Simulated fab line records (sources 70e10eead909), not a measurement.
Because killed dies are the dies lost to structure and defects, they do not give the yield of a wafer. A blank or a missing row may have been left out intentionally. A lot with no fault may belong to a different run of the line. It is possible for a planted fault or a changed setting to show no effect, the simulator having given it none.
Chamber matching    flow nandHarc    rieDiel-08 running NHARC_A_SGD_CUT_DESCUM_14: 4 sister chambers
The step chemistry O2, time 3 s. 7 wafers are shown with their chamber, then 6 later ones without.

WAFERS WITH THEIR CHAMBER
wafer   chamber  throttleValvePct (%)  rfVppV (V)
L544.3  1        11.327                57.3
L544.5  2        11.298                56.4
L545.1  0        11.298                57.7
L545.4  1        11.310                58.7
L547.2  0        11.323                58.6
L547.4  3        11.301                56.8
L547.5  3        11.296                58.1

WAFERS MISSING THEIR CHAMBER
wafer   throttleValvePct (%)  rfVppV (V)
L550.1  11.297                57.6
L550.2  11.304                56.5
L550.5  11.312                58.6
L553.1  11.310                57.0
L553.3  11.318                57.0
L553.5  11.311                58.8

CHAMBER TAKEN BY EACH
wafer   from the rows above                in truth
L550.1  can't be placed: 3 or 0 or 2 or 1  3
L550.2  can't be placed: 2 or 3 or 0 or 1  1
L550.5  can't be placed: 0 or 1 or 3       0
L553.1  can't be placed: 3 or 2 or 0 or 1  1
L553.3  can't be placed: 1 or 0 or 3 or 2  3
L553.5  can't be placed: 0 or 1 or 3       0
Placed correctly: 0 of 6. Can't be placed from these rows: 6 (the true chamber is among the candidates in 6). Placed wrongly: 0.
How it was worked out, from the rows above alone: a wafer's distance from a chamber is the root of the sum, over the readings, of the square of ((its reading less the chamber's mean) divided by the reading's scatter). If the next closest chamber is less than 2 further off than the closest, the wafer can't be placed; otherwise it belongs to the closest. For every chamber, the mean is computed from those of its wafers that are shown. The scatter is the square root of a quotient: the sum, over the shown wafers, of each reading's squared deviation from its chamber's mean, divided by wafers minus chambers.
